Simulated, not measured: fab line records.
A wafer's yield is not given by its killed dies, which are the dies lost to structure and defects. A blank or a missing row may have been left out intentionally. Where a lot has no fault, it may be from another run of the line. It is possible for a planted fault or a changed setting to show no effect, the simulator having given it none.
Chamber matching | flow nand harc | rie diel-02 running NHARC_A_BLC_ETCH_18: 4 sister chambers
The step etches the open film in C4F8/O2/Ar, target depth 910 nm. 8 wafers are shown with their chamber, then 7 later ones without.

## WAFERS, EACH WITH ITS CHAMBER
wafer  | chamber | rf vpp V (V) | oes product au (a.u.)
L676.2 | 3       | 981          | 0.934
L674.2 | 2       | 985          | 0.962
L674.4 | 3       | 980          | 0.970
L677.2 | 2       | 986          | 0.972
L677.3 | 0       | 970          | 0.976
L677.6 | 1       | 983          | 0.978
L680.1 | 0       | 970          | 0.951
L680.3 | 1       | 982          | 0.963

## WAFERS WITHOUT THEIR CHAMBER
wafer  | rf vpp V (V) | oes product au (a.u.)
L680.5 | 984          | 0.965
L681.1 | 983          | 0.944
L681.3 | 982          | 0.928
L681.5 | 983          | 0.943
L682.1 | 969          | 0.971
L682.2 | 985          | 0.975
L682.6 | 981          | 0.961

## WHICH CHAMBER EACH WENT THROUGH
wafer  | from the rows above     | in truth
L680.5 | can't be placed: 2 or 1 | 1
L681.1 | 1                       | 1
L681.3 | can't be placed: 1 or 3 | 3
L681.5 | 1                       | 1
L682.1 | 0                       | 0
L682.2 | 2                       | 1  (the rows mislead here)
L682.6 | can't be placed: 3 or 1 | 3
Correctly placed: 3 of 7. Cannot be placed on the basis of these rows: 3; the candidates contain the true chamber in 3. Placed wrongly: 1.
How it was worked out, from the rows above alone: a wafer's distance from a chamber is the root of the sum, over the readings, of the square of ((its reading less the chamber's mean) divided by the reading's scatter). The wafer belongs to the nearest chamber; if the next one is less than 2 further off, it can't be placed. The mean given for a chamber averages the wafers shown for that chamber. The scatter is the square root of a quotient: the sum, over the shown wafers, of each reading's squared deviation from its chamber's mean, divided by wafers minus chambers.
